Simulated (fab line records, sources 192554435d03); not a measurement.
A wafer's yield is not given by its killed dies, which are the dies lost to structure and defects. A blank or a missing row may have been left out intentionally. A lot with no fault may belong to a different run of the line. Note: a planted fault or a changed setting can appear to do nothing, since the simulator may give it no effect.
fab line records -- flow n5-finfet -- part 1 of 2: steps 1 to 22 of 28
[record] lots = 5, wafers = 15, last-day = 16
route steps=1938 shown FIN_SAQP@94
lots that met no fault: from a run of the same line without faults
start-h: start of the lot's first displayed wafer, in hours after the record's first day -- wait-h: hours since the lot's step before -- " same as the row above -- L1.1+2: one row covering several wafers at once -- - no value, or no start was given -- * or withheld: withheld -- < > ~ a bound
route shown NAME@n: NAME is a module with steps in the file, n the number in the route of the first one -- usual: average and standard deviation across the fault-free wafers -- same: alike in all rows -- chamber/n: place in a boat -- sites: readings site by site -- _std_site: how widely they spread, as a standard deviation -- _edge_site: the outer-site mean with the inner-site mean subtracted -- radius-mm: for every site, how far away it sits from the centre of the wafer -- mask NAME#n: copy n -- behind: the tool/chamber that last shaped the wafer -- hold: cause of the lot's hold/its duration in hours/its outcome -- device: the transistor (n, p or np) that didn't switch -- end of line: the route-end tests of the same wafers -- where a step has no rows: the recipe by itself -- killed: at the first sort, the dies lost to defects and structure; wafer yield is something else -- map: per-die view of a wafer (x killed, . not killed, _ where there is no die)
set.NAME: the setting as run; set.NAME@STEP: as run at that earlier step -- model.NAME: the simulator's own value behind a step, which no gauge read
lots at selected steps of the route; one table per step, one row per wafer
services: from which hour (start-h, from the record's first day; less than 0 if before it) a tool's chamber was out of use, for how many hours, and why
[[steps]]
[step N5_FIN_SAQP_ALD_61]
[recipe] material = SiO2, target-thk-a = 40, temp-c = 300, ald-precursor-family = BDEAS, ald-co-reactant = O2-plasma, pulse-time-s = 1, purge-time-s = 2, co-reactant-purge-time-s = 2, ald-cycles = 43, pressure-torr = 2
[usual] heater-power-w = 480/63, precursor-pulse-height-rel = 0.999/0.022
lot.wafer,tool,chamber,start-h,wait-h,heater-power-w,precursor-pulse-height-rel
L074.1,ald-sin-02,2,19.96,0.0,416,1.018
L074.5,ald-sin-02,2,19.96,0.0,408,1.026
L074.6,ald-sin-02,3,19.96,0.0,470,0.977
L089.4,ald-sin-02,0,110.60,0.1,379,1.019
L089.5,ald-sin-02,3,110.60,0.1,471,0.972
L089.6,ald-sin-02,1,110.60,0.1,524,1.014
L091.3,ald-sin-01,3,122.56,0.3,458,1.006
L091.4,ald-sin-01,1,122.56,0.3,506,0.996
L091.5,ald-sin-01,1,122.56,0.3,511,1.018
L092.1,ald-sin-03,1,128.28,0.0,460,0.971
L092.2,ald-sin-03,2,128.28,0.0,429,1.055
L092.3,ald-sin-03,3,128.28,0.0,610,0.978
L095.1,ald-sin-02,0,145.82,0.0,382,0.998
L095.4,ald-sin-02,2,145.82,0.0,423,1.026
L095.5,ald-sin-02,0,145.82,0.0,386,1.002
[step N5_FIN_SAQP_DENSIFY_62]
[recipe] temp-c = 700, time-s = 60, ambient = N2, idle-temp-c = 600, ramp-up-c-per-s = 150, ramp-down-c-per-s = 60, cool-to-c = 600
[usual] lamp-power-pct = 9.85/0.047, wafer_temp_C_max = 703.3/0.64
lot.wafer,tool,chamber,start-h,wait-h,lamp-power-pct,wafer_temp_C_max
L074.1,rtp-anneal-01,0,20.16,0.1,9.82,702.3
L074.5,rtp-anneal-01,0,20.16,0.1,9.89,703.0
L074.6,rtp-anneal-01,0,20.16,0.1,9.74,703.0
L089.4,rtp-anneal-02,0,110.81,0.1,9.91,703.7
L089.5,rtp-anneal-02,0,110.81,0.1,9.87,704.2
L089.6,rtp-anneal-02,0,110.81,0.1,9.85,703.3
L091.3,rtp-anneal-01,0,122.83,0.2,9.91,703.3
L091.4,rtp-anneal-01,0,122.83,0.2,9.79,703.4
L091.5,rtp-anneal-01,0,122.83,0.2,9.82,704.1
L092.1,rtp-anneal-01,0,128.49,0.1,9.83,703.5
L092.2,rtp-anneal-01,0,128.49,0.1,9.82,702.5
L092.3,rtp-anneal-01,0,128.49,0.1,9.79,703.1
L095.1,rtp-anneal-01,0,146.12,0.2,9.90,703.6
L095.4,rtp-anneal-01,0,146.12,0.2,9.88,704.1
L095.5,rtp-anneal-01,0,146.12,0.2,9.83,703.2
[step N5_FIN_SAQP_HM_DEP_03]
[recipe] material = SiNx, target-thk-a = 380, temp-c = 400, precursor = SiH4/NH3/N2, pressure-torr = 1.5, rf-w = 300, time-s = 33.6
[usual] heater-power-w = 741/59, showerhead-plenum-p-Torr = 5.18/0.05, throttle-valve-pct = 41.5/2.8
lot.wafer,tool,chamber,start-h,wait-h,heater-power-w,showerhead-plenum-p-Torr,throttle-valve-pct
L074.1,pecvd-01,0,20.37,0.2,826,5.26,38.6
L074.5,pecvd-01,2,20.37,0.2,689,5.19,45.2
L074.6,pecvd-01,0,20.37,0.2,815,5.24,38.6
L089.4,pecvd-02,0,110.97,0.1,697,5.17,44.6
L089.5,pecvd-02,2,110.97,0.1,748,5.11,39.9
L089.6,pecvd-02,0,110.97,0.1,698,5.16,44.7
L091.3,pecvd-01,1,123.01,0.2,678,5.21,44.1
L091.4,pecvd-01,2,123.01,0.2,652,5.17,45.2
L091.5,pecvd-01,2,123.01,0.2,661,5.19,45.5
L092.1,pecvd-02,0,128.70,0.2,762,5.18,44.8
L092.2,pecvd-02,2,128.70,0.2,690,5.12,39.9
L092.3,pecvd-02,0,128.70,0.2,777,5.16,44.7
L095.1,pecvd-02,0,146.35,0.2,699,5.16,44.7
L095.4,pecvd-02,0,146.35,0.2,722,5.18,44.5
L095.5,pecvd-02,2,146.35,0.2,777,5.12,39.8
[step N5_FIN_SAQP_THK_MEAS_05]
[usual] thk-nm = 37.8/0.55
lot.wafer,tool,chamber,start-h,wait-h,thk-nm
L074.1,film-metro-02,-,20.46,0.1,37.8
L074.5,film-metro-02,-,20.46,0.1,38.0
L074.6,film-metro-02,-,20.46,0.1,38.7
L089.4,film-metro-01,-,111.06,0.1,37.9
L089.5,film-metro-01,-,111.06,0.1,37.0
L089.6,film-metro-01,-,111.06,0.1,37.9
L091.3,film-metro-02,-,123.10,0.1,38.4
L091.4,film-metro-02,-,123.10,0.1,37.9
L091.5,film-metro-02,-,123.10,0.1,38.1
L092.1,film-metro-02,-,128.82,0.1,37.3
L092.2,film-metro-02,-,128.82,0.1,37.1
L092.3,film-metro-02,-,128.82,0.1,37.9
L095.1,film-metro-01,-,146.43,0.1,37.7
L095.4,film-metro-01,-,146.43,0.1,38.4
L095.5,film-metro-01,-,146.43,0.1,37.6
[step N5_FIN_SAQP_PECVD_47]
[recipe] material = a-Si, target-thk-a = 450, temp-c = 400, precursor = SiH4/He, pressure-torr = 3, rf-w = 100, time-s = 36.3
[usual] heater-power-w = 830/64, showerhead-plenum-p-Torr = 5.70/0.042, throttle-valve-pct = 18.7/1.3
lot.wafer,tool,chamber,start-h,wait-h,heater-power-w,showerhead-plenum-p-Torr,throttle-valve-pct
L074.1,pecvd-01,2,20.50,0.0,705,5.71,20.4
L074.5,pecvd-01,1,20.50,0.0,859,5.72,20.1
L074.6,pecvd-01,2,20.50,0.0,717,5.70,20.5
L089.4,pecvd-01,2,111.13,0.1,806,5.70,20.3
L089.5,pecvd-01,1,111.13,0.1,767,5.72,20.1
L089.6,pecvd-01,2,111.13,0.1,831,5.70,20.2
L091.3,pecvd-01,2,123.15,0.1,694,5.70,20.7
L091.4,pecvd-01,1,123.15,0.1,838,5.72,20.2
L091.5,pecvd-01,1,123.15,0.1,849,5.73,20.3
L092.1,pecvd-03,1,128.85,0.0,862,5.75,17.7
L092.2,pecvd-03,2,128.85,0.0,848,5.65,17.2
L092.3,pecvd-03,0,128.85,0.0,900,5.65,17.8
L095.1,pecvd-03,2,146.47,0.0,762,5.65,17.1
L095.4,pecvd-03,0,146.47,0.0,857,5.65,18.3
L095.5,pecvd-03,1,146.47,0.0,869,5.75,17.8
[step N5_FIN_SAQP_PECVD_48]
[recipe] material = SiNx, target-thk-a = 250, temp-c = 400, precursor = SiH4/NH3/N2, pressure-torr = 1.5, rf-w = 300, time-s = 22.1
[usual] heater-power-w = 745/64, showerhead-plenum-p-Torr = 5.19/0.057, throttle-valve-pct = 40.9/2.9
lot.wafer,tool,chamber,start-h,wait-h,heater-power-w,showerhead-plenum-p-Torr,throttle-valve-pct
L074.1,pecvd-01,2,20.54,0.0,705,5.19,45.5
L074.5,pecvd-01,1,20.54,0.0,661,5.21,44.3
L074.6,pecvd-01,2,20.54,0.0,708,5.20,45.0
L089.4,pecvd-01,2,111.19,0.0,674,5.20,45.2
L089.5,pecvd-01,1,111.19,0.0,762,5.21,44.3
L089.6,pecvd-01,2,111.19,0.0,691,5.21,45.4
L091.3,pecvd-01,2,123.21,0.0,690,5.19,45.3
L091.4,pecvd-01,1,123.21,0.0,669,5.22,44.2
L091.5,pecvd-01,1,123.21,0.0,644,5.21,44.3
L092.1,pecvd-03,1,128.90,0.0,811,5.25,39.4
L092.2,pecvd-03,2,128.90,0.0,795,5.12,37.4
L092.3,pecvd-03,0,128.90,0.0,755,5.13,39.8
L095.1,pecvd-03,2,146.51,0.0,709,5.11,37.6
L095.4,pecvd-03,0,146.51,0.0,728,5.13,39.9
L095.5,pecvd-03,1,146.51,0.0,801,5.26,39.2
[step N5_FIN_SAQP_PECVD_06]
[recipe] material = a-Si, target-thk-a = 600, temp-c = 400, precursor = SiH4/He, pressure-torr = 3, rf-w = 100, time-s = 48.1
[usual] heater-power-w = 822/61, showerhead-plenum-p-Torr = 5.70/0.042, throttle-valve-pct = 18.7/1.3
lot.wafer,tool,chamber,start-h,wait-h,heater-power-w,showerhead-plenum-p-Torr,throttle-valve-pct
L074.1,pecvd-01,2,20.58,0.0,713,5.71,20.7
L074.5,pecvd-01,1,20.58,0.0,757,5.70,20.1
L074.6,pecvd-01,2,20.58,0.0,716,5.70,20.8
L089.4,pecvd-01,2,111.26,0.0,721,5.70,20.6
L089.5,pecvd-01,1,111.26,0.0,804,5.72,20.3
L089.6,pecvd-01,2,111.26,0.0,707,5.72,20.6
L091.3,pecvd-01,2,123.28,0.0,786,5.71,20.4
L091.4,pecvd-01,1,123.28,0.0,801,5.72,20.2
L091.5,pecvd-01,1,123.28,0.0,771,5.72,20.0
L092.1,pecvd-03,1,128.93,0.0,896,5.76,17.9
L092.2,pecvd-03,2,128.93,0.0,863,5.65,17.0
L092.3,pecvd-03,0,128.93,0.0,902,5.66,18.3
L095.1,pecvd-03,2,146.55,0.0,825,5.64,17.2
L095.4,pecvd-03,0,146.55,0.0,823,5.64,18.0
L095.5,pecvd-03,1,146.55,0.0,896,5.76,18.0
[step N5_FIN_SAQP_THK_MEAS_07]
[usual] thk-nm = 60.2/0.83
lot.wafer,tool,chamber,start-h,wait-h,thk-nm
L074.1,film-metro-01,-,20.67,0.1,59.3
L074.5,film-metro-01,-,20.67,0.1,60.8
L074.6,film-metro-01,-,20.67,0.1,60.7
L089.4,film-metro-02,-,111.35,0.1,61.1
L089.5,film-metro-02,-,111.35,0.1,60.0
L089.6,film-metro-02,-,111.35,0.1,60.2
L091.3,film-metro-02,-,123.37,0.1,59.9
L091.4,film-metro-02,-,123.37,0.1,58.9
L091.5,film-metro-02,-,123.37,0.1,60.1
L092.1,film-metro-02,-,129.02,0.1,59.9
L092.2,film-metro-02,-,129.02,0.1,60.1
L092.3,film-metro-02,-,129.02,0.1,60.3
L095.1,film-metro-01,-,146.64,0.1,59.3
L095.4,film-metro-01,-,146.64,0.1,60.9
L095.5,film-metro-01,-,146.64,0.1,60.2
[step N5_FIN_SAQP_HM_DEP_72]
[recipe] material = SiO2, target-thk-a = 120, temp-c = 400, precursor = SiH4/N2O, pressure-torr = 0.75, rf-w = 275, time-s = 7.2
[usual] heater-power-w = 758/49, showerhead-plenum-p-Torr = 8.22/0.1
lot.wafer,tool,chamber,start-h,wait-h,heater-power-w,showerhead-plenum-p-Torr
L074.1,pecvd-02,0,20.71,0.0,751,8.20
L074.5,pecvd-02,1,20.71,0.0,735,8.24
L074.6,pecvd-02,2,20.71,0.0,767,8.07
L089.4,pecvd-02,2,111.41,0.1,755,8.06
L089.5,pecvd-02,2,111.41,0.1,763,8.06
L089.6,pecvd-02,0,111.41,0.1,783,8.21
L091.3,pecvd-03,0,123.41,0.0,787,8.13
L091.4,pecvd-03,2,123.41,0.0,693,8.09
L091.5,pecvd-03,1,123.41,0.0,796,8.39
L092.1,pecvd-01,0,129.06,0.0,847,8.38
L092.2,pecvd-01,1,129.06,0.0,719,8.30
L092.3,pecvd-01,2,129.06,0.0,710,8.24
L095.1,pecvd-02,0,146.68,0.0,775,8.20
L095.4,pecvd-02,1,146.68,0.0,757,8.24
L095.5,pecvd-02,2,146.68,0.0,762,8.08
[step N5_FIN_SAQP_COAT_49]
[recipe] resist = SOC, temp-c = 250, time-s = 60, spin-rpm = 1500, resist-thk-nm = 100
[usual] exhaust-pa = 44.8/0.9
lot.wafer,tool,chamber,start-h,wait-h,exhaust-pa
L074.1,litho-track-05,0,20.78,0.1,44.6
L074.5,litho-track-05,0,20.78,0.1,45.4
L074.6,litho-track-05,0,20.78,0.1,42.7
L089.4,litho-track-01,0,111.48,0.1,44.9
L089.5,litho-track-01,0,111.48,0.1,44.2
L089.6,litho-track-01,0,111.48,0.1,45.5
L091.3,litho-track-02,0,123.49,0.1,43.6
L091.4,litho-track-02,0,123.49,0.1,43.3
L091.5,litho-track-02,0,123.49,0.1,44.2
L092.1,litho-track-02,0,129.14,0.1,45.2
L092.2,litho-track-02,0,129.14,0.1,46.4
L092.3,litho-track-02,0,129.14,0.1,44.2
L095.1,litho-track-02,0,146.75,0.1,43.1
L095.4,litho-track-02,0,146.75,0.1,45.5
L095.5,litho-track-02,0,146.75,0.1,44.1
[step N5_FIN_SAQP_COAT_50]
[recipe] resist = SiARC, temp-c = 220, time-s = 60, spin-rpm = 1500, resist-thk-nm = 35
[usual] exhaust-pa = 45.0/0.94
lot.wafer,tool,chamber,start-h,wait-h,exhaust-pa
L074.1,litho-track-05,0,-,-,44.4
L074.5,litho-track-05,0,-,-,43.2
L074.6,litho-track-05,0,-,-,43.2
L089.4,litho-track-01,0,-,-,46.8
L089.5,litho-track-01,0,-,-,45.9
L089.6,litho-track-01,0,-,-,45.6
L091.3,litho-track-02,0,-,-,43.5
L091.4,litho-track-02,0,-,-,43.3
L091.5,litho-track-02,0,-,-,44.3
L092.1,litho-track-02,0,-,-,43.7
L092.2,litho-track-02,0,-,-,43.9
L092.3,litho-track-02,0,-,-,44.7
L095.1,litho-track-02,0,-,-,46.2
L095.4,litho-track-02,0,-,-,44.3
L095.5,litho-track-02,0,-,-,43.7
[step N5_FIN_SAQP_COAT_10]
[recipe] resist = CAR-ArF, spin-rpm = 1500, resist-thk-nm = 90
[usual] exhaust-pa = 44.8/0.83
lot.wafer,tool,chamber,start-h,wait-h,exhaust-pa
L074.1,litho-track-05,0,-,-,45.0
L074.5,litho-track-05,0,-,-,45.3
L074.6,litho-track-05,0,-,-,44.1
L089.4,litho-track-01,0,-,-,44.4
L089.5,litho-track-01,0,-,-,43.7
L089.6,litho-track-01,0,-,-,44.4
L091.3,litho-track-02,0,-,-,42.8
L091.4,litho-track-02,0,-,-,44.7
L091.5,litho-track-02,0,-,-,44.6
L092.1,litho-track-02,0,-,-,44.0
L092.2,litho-track-02,0,-,-,44.8
L092.3,litho-track-02,0,-,-,43.7
L095.1,litho-track-02,0,-,-,45.2
L095.4,litho-track-02,0,-,-,45.4
L095.5,litho-track-02,0,-,-,45.5
[step N5_FIN_SAQP_EBR_12]
[recipe] solvent = PGMEA, ebr-width-mm = 1.5
[usual] exhaust-pa = 45.1/0.94
lot.wafer,tool,chamber,start-h,wait-h,exhaust-pa
L074.1,litho-track-05,0,-,-,45.4
L074.5,litho-track-05,0,-,-,45.3
L074.6,litho-track-05,0,-,-,45.9
L089.4,litho-track-01,0,-,-,46.3
L089.5,litho-track-01,0,-,-,43.5
L089.6,litho-track-01,0,-,-,45.2
L091.3,litho-track-02,0,-,-,44.8
L091.4,litho-track-02,0,-,-,46.8
L091.5,litho-track-02,0,-,-,46.7
L092.1,litho-track-02,0,-,-,45.7
L092.2,litho-track-02,0,-,-,45.5
L092.3,litho-track-02,0,-,-,44.7
L095.1,litho-track-02,0,-,-,42.3
L095.4,litho-track-02,0,-,-,44.0
L095.5,litho-track-02,0,-,-,44.2
[step N5_FIN_SAQP_SOFTBAKE_11]
[recipe] temp-c = 110, time-s = 60, resist = CAR-ArF
[usual] exhaust-pa = 45.0/0.98
lot.wafer,tool,chamber,start-h,wait-h,exhaust-pa
L074.1,litho-track-05,0,-,-,45.3
L074.5,litho-track-05,0,-,-,45.7
L074.6,litho-track-05,0,-,-,45.7
L089.4,litho-track-01,0,-,-,45.1
L089.5,litho-track-01,0,-,-,44.5
L089.6,litho-track-01,0,-,-,44.6
L091.3,litho-track-02,0,-,-,43.8
L091.4,litho-track-02,0,-,-,43.0
L091.5,litho-track-02,0,-,-,44.7
L092.1,litho-track-02,0,-,-,45.0
L092.2,litho-track-02,0,-,-,45.4
L092.3,litho-track-02,0,-,-,44.7
L095.1,litho-track-02,0,-,-,44.1
L095.4,litho-track-02,0,-,-,43.2
L095.5,litho-track-02,0,-,-,43.7
[step N5_FIN_SAQP_EXPOSE_13]
[recipe] mask-id = FIN_CORE, na = 1.35, source-shape = dipole, sigma-inner = 0.538, sigma-outer = 0.738, polarization = te, target-cd-nm = 35.6, dose-mj = 63.25
lot.wafer,tool,chamber,start-h,wait-h,mask
L074.1+5+6,arfi-scanner-02,0,20.91,-,FIN_CORE#0
L089.4+5+6,arfi-scanner-02,0,111.75,-,FIN_CORE#0
L091.3+4+5,arfi-scanner-03,0,123.62,-,FIN_CORE#0
L092.1+2+3,arfi-scanner-03,0,129.25,-,FIN_CORE#0
L095.1+4+5,arfi-scanner-02,0,147.00,-,FIN_CORE#0
[step N5_FIN_SAQP_PEB_14]
[recipe] peb-temp-c = withheld, peb-time-s = 60, resist = CAR-ArF
[usual] exhaust-pa = 45.1/0.89
lot.wafer,tool,chamber,start-h,wait-h,exhaust-pa
L074.1,litho-track-02,0,20.97,0.1,42.6
L074.5,litho-track-02,0,20.97,0.1,45.3
L074.6,litho-track-02,0,20.97,0.1,44.4
L089.4,litho-track-02,0,111.79,0.0,43.7
L089.5,litho-track-02,0,111.79,0.0,45.8
L089.6,litho-track-02,0,111.79,0.0,44.6
L091.3,litho-track-02,0,123.67,0.0,45.4
L091.4,litho-track-02,0,123.67,0.0,45.1
L091.5,litho-track-02,0,123.67,0.0,47.1
L092.1,litho-track-02,0,129.31,0.1,45.4
L092.2,litho-track-02,0,129.31,0.1,43.1
L092.3,litho-track-02,0,129.31,0.1,43.9
L095.1,litho-track-02,0,147.06,0.1,44.8
L095.4,litho-track-02,0,147.06,0.1,44.9
L095.5,litho-track-02,0,147.06,0.1,44.4
[step N5_FIN_SAQP_DEVELOP_15]
[recipe] develop-time-s = 30, developer = TMAH, resist = CAR-ArF, dev-temp-c = 23, rinse-liquid = diw, dry = air-spin
[usual] exhaust-pa = 44.8/0.84
lot.wafer,tool,chamber,start-h,wait-h,exhaust-pa
L074.1,litho-track-02,0,-,-,43.6
L074.5,litho-track-02,0,-,-,43.9
L074.6,litho-track-02,0,-,-,46.0
L089.4,litho-track-02,0,-,-,44.2
L089.5,litho-track-02,0,-,-,44.5
L089.6,litho-track-02,0,-,-,45.2
L091.3,litho-track-02,0,-,-,45.7
L091.4,litho-track-02,0,-,-,45.0
L091.5,litho-track-02,0,-,-,44.0
L092.1,litho-track-02,0,-,-,43.3
L092.2,litho-track-02,0,-,-,45.2
L092.3,litho-track-02,0,-,-,44.1
L095.1,litho-track-02,0,-,-,45.7
L095.4,litho-track-02,0,-,-,45.4
L095.5,litho-track-02,0,-,-,46.7
[step N5_FIN_SAQP_CD_MEAS_16]
[recipe] target-cd-nm = 35.6, landing-energy-ev = 500, detector = se-inlens
[usual] cd-nm = 35.6/0.33
lot.wafer,tool,chamber,start-h,wait-h,cd-nm
L074.1,cd-sem-02,0,21.04,-,35.9
L074.5,cd-sem-02,0,21.04,-,36.2
L074.6,cd-sem-02,0,21.04,-,35.7
L089.4,cd-sem-01,0,111.86,-,35.5
L089.5,cd-sem-01,0,111.86,-,36.3
L089.6,cd-sem-01,0,111.86,-,35.7
L091.3,cd-sem-02,0,123.74,-,35.5
L091.4,cd-sem-02,0,123.74,-,35.7
L091.5,cd-sem-02,0,123.74,-,35.8
L092.1,cd-sem-02,0,129.38,-,35.7
L092.2,cd-sem-02,0,129.38,-,35.7
L092.3,cd-sem-02,0,129.38,-,35.8
L095.1,cd-sem-03,0,147.12,-,36.3
L095.4,cd-sem-03,0,147.12,-,36.3
L095.5,cd-sem-03,0,147.12,-,36.2
[step N5_FIN_SAQP_OVL_MEAS_17]
[recipe] points-per-wafer = 44
[usual] FIN_CORE_OVL = -0.2/0.83
lot.wafer,tool,chamber,start-h,wait-h,FIN_CORE_OVL[nm]
L074.1,overlay-02,0,21.08,0.0,0.0
L074.5,overlay-02,0,21.08,0.0,-0.5
L074.6,overlay-02,0,21.08,0.0,0.4
L089.4,overlay-01,0,111.89,0.0,-0.1
L089.5,overlay-01,0,111.89,0.0,-0.8
L089.6,overlay-01,0,111.89,0.0,-0.1
L091.3,overlay-02,0,123.77,0.0,0.6
L091.4,overlay-02,0,123.77,0.0,-0.6
L091.5,overlay-02,0,123.77,0.0,-0.1
L092.1,overlay-01,0,129.42,0.0,0.8
L092.2,overlay-01,0,129.42,0.0,0.8
L092.3,overlay-01,0,129.42,0.0,-0.8
L095.1,overlay-02,0,147.16,0.0,-0.8
L095.4,overlay-02,0,147.16,0.0,-0.8
L095.5,overlay-02,0,147.16,0.0,-2.3
[step N5_FIN_SAQP_INSPECT_18]
[recipe] mode = adi, inspect-instrument = brightfield
[usual] raw-defect-count = 424/120
lot.wafer,tool,chamber,start-h,wait-h,raw-defect-count
L074.1,defect-inspect-01,-,21.10,0.0,283
L074.5,defect-inspect-01,-,21.10,0.0,345
L074.6,defect-inspect-01,-,21.10,0.0,396
L089.4,defect-inspect-02,-,111.92,0.0,403
L089.5,defect-inspect-02,-,111.92,0.0,470
L089.6,defect-inspect-02,-,111.92,0.0,586
L091.3,defect-inspect-01,-,123.80,0.0,456
L091.4,defect-inspect-01,-,123.80,0.0,481
L091.5,defect-inspect-01,-,123.80,0.0,467
L092.1,defect-inspect-01,-,129.45,0.0,451
L092.2,defect-inspect-01,-,129.45,0.0,428
L092.3,defect-inspect-01,-,129.45,0.0,602
L095.1,defect-inspect-01,-,147.19,0.0,397
L095.4,defect-inspect-01,-,147.19,0.0,410
L095.5,defect-inspect-01,-,147.19,0.0,431
[step N5_FIN_SAQP_DESCUM_21]
[recipe] chemistry = O2, time-s = 7.9, source-power-w = 50, bias-power-w = 20, pressure-mtorr = 20, rf-frequency-hz = 2.712e+07, temp-c = 40, resist = CAR-ArF, o2-flow-sccm = 225
[usual] bias-power-w = 20.00/0.058, drypump-motor-current-A = 5.6/0.52, oes-product-au = 0.76/0.081, rf-vpp-V = 242.8/1.3, showerhead-plenum-p-Torr = 2.07/0.061, throttle-valve-pct = 20.48/0.22
lot.wafer,tool,chamber,start-h,wait-h,bias-power-w,drypump-motor-current-A,oes-product-au,rf-hours-counter-h,rf-vpp-V,showerhead-plenum-p-Torr,throttle-valve-pct
L074.1,rie-diel-04,3,21.38,0.3,19.98,6.1,0.72,206,243.0,2.08,20.46
L074.5,rie-diel-04,0,21.38,0.3,19.86,5.0,0.71,-,242.6,2.06,20.47
L074.6,rie-diel-04,3,21.38,0.3,20.05,6.2,0.73,-,242.5,2.08,20.44
L089.4,rie-diel-04,0,112.13,0.2,19.97,5.0,0.69,231,242.7,2.05,20.49
L089.5,rie-diel-04,3,112.13,0.2,20.00,6.2,0.71,-,243.1,2.07,20.50
L089.6,rie-diel-04,0,112.13,0.2,20.03,5.0,0.69,-,241.5,2.05,20.51
L091.3,rie-diel-04,2,123.83,0.0,20.03,5.1,0.71,245,242.2,2.07,20.62
L091.4,rie-diel-04,3,123.83,0.0,20.02,6.1,0.70,242,242.1,2.06,20.51
L091.5,rie-diel-04,2,123.83,0.0,20.07,5.1,0.71,-,243.9,2.07,20.59
L092.1,rie-diel-03,2,129.76,0.3,20.04,5.9,0.71,200,243.1,2.09,20.47
L092.2,rie-diel-03,0,129.76,0.3,19.95,6.1,0.93,15,242.3,2.06,20.72
L092.3,rie-diel-03,3,129.76,0.3,19.96,5.1,0.75,126,245.7,2.17,20.26
L095.1,rie-diel-04,3,147.22,0.0,19.91,6.2,0.69,251,243.5,2.06,20.51
L095.4,rie-diel-04,0,147.22,0.0,19.97,5.0,0.68,-,242.9,2.04,20.51
L095.5,rie-diel-04,3,147.22,0.0,19.94,6.2,0.69,-,242.5,2.06,20.53
[step N5_FIN_SAQP_ETCH_51]
[recipe] chemistry = CF4, target = SiARC, target-depth-a = 455, mask-material = CAR-ArF, time-s = 75.8, ion-energy-ev = 80, pressure-mtorr = 40, source-w = 545, bias-w = 36, Ar_flow_sccm = 100, cf4-flow-sccm = 100, ends = cleared
[usual] drypump-motor-current-A = 5.6/0.52, etch-rf-on-time-s = 76.3/1.4, oes-product-au = 0.65/0.07, rf-vpp-V = 184.0/1.1, showerhead-plenum-p-Torr = 2.12/0.062, throttle-valve-pct = 15.67/0.22
lot.wafer,tool,chamber,start-h,wait-h,drypump-motor-current-A,etch-rf-on-time-s,oes-product-au,rf-hours-counter-h,rf-vpp-V,showerhead-plenum-p-Torr,throttle-valve-pct
L074.1,rie-diel-04,3,21.41,0.0,6.2,77.5,0.62,206,182.6,2.11,15.57
L074.5,rie-diel-04,0,21.41,0.0,4.9,76.1,0.62,-,183.9,2.12,15.78
L074.6,rie-diel-04,3,21.41,0.0,6.1,77.1,0.61,-,184.4,2.11,15.59
L089.4,rie-diel-04,0,112.17,0.0,5.0,76.7,0.59,231,183.0,2.11,15.82
L089.5,rie-diel-04,3,112.17,0.0,6.2,77.8,0.59,-,184.1,2.10,15.65
L089.6,rie-diel-04,0,112.17,0.0,4.9,75.1,0.60,-,183.8,2.11,15.83
L091.3,rie-diel-04,2,123.86,0.0,5.1,75.8,0.60,245,183.2,2.10,15.76
L091.4,rie-diel-04,3,123.86,0.0,6.2,77.8,0.60,242,184.1,2.10,15.65
L091.5,rie-diel-04,2,123.86,0.0,5.1,75.4,0.60,-,183.6,2.10,15.75
L092.1,rie-diel-03,2,129.80,0.0,5.9,75.7,0.62,200,183.6,2.11,15.61
L092.2,rie-diel-03,0,129.80,0.0,6.1,74.0,0.79,15,183.8,2.10,15.69
L092.3,rie-diel-03,3,129.80,0.0,5.2,76.4,0.65,126,185.2,2.25,15.71
L095.1,rie-diel-04,3,147.26,0.0,6.2,77.3,0.59,251,183.6,2.10,15.66
L095.4,rie-diel-04,0,147.26,0.0,5.0,75.9,0.59,-,183.9,2.10,15.86
L095.5,rie-diel-04,3,147.26,0.0,6.2,77.3,0.59,-,182.8,2.10,15.66
